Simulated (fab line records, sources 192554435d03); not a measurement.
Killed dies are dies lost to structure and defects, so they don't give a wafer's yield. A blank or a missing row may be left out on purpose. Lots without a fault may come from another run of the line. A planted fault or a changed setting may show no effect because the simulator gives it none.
Chamber matching | flow n5_finfet | N5_PMOS_HMC_CHANNEL_EPI_ETCH_38 on rie_si-04: 4 sister chambers
The step etches SiO2 in CF4, target depth 1.5 nm. 7 wafers are shown with their chamber, then 9 later ones without.

WAFERS WITH THEIR CHAMBER
wafer  | chamber | drypump_motor_current_A (A) | oes_product_au (a.u.)
L082.4 | 0       | 4.7                         | 0.984
L086.3 | 2       | 5.5                         | 1.007
L086.4 | 1       | 6.0                         | 1.002
L086.5 | 1       | 6.0                         | 0.983
L090.1 | 0       | 4.6                         | 0.988
L090.3 | 2       | 5.6                         | 1.013
L090.6 | 3       | 6.3                         | 0.995

WAFERS WITHOUT THEIR CHAMBER
wafer  | drypump_motor_current_A (A) | oes_product_au (a.u.)
L091.1 | 4.6                         | 0.979
L091.2 | 5.5                         | 1.013
L091.3 | 6.0                         | 0.992
L093.2 | 6.0                         | 1.003
L093.3 | 6.2                         | 1.001
L093.6 | 6.0                         | 1.008
L096.1 | 4.6                         | 0.982
L096.4 | 6.2                         | 0.993
L096.5 | 4.6                         | 0.996

WHICH CHAMBER EACH WENT THROUGH
wafer  | from the rows above     | in truth
L091.1 | 0                       | 0
L091.2 | 2                       | 2
L091.3 | 1                       | 1
L093.2 | 1                       | 1
L093.3 | can't be placed: 3 or 1 | 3
L093.6 | 1                       | 1
L096.1 | 0                       | 0
L096.4 | can't be placed: 3 or 1 | 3
L096.5 | 0                       | 0
Placed correctly: 7 of 9. Can't be placed from these rows: 2 (the true chamber is among the candidates in 2). Placed wrongly: 0.
How it was worked out, from the rows above alone: a wafer's distance from a chamber is the root of the sum, over the readings, of the square of ((its reading less the chamber's mean) divided by the reading's scatter). The wafer belongs to the nearest chamber; if the next one is less than 2 further off, it can't be placed. A chamber's mean is the mean of its shown wafers. The scatter: the root of (the sum of the squares of (reading less its chamber's mean) over the shown wafers, divided by (wafers less chambers)).
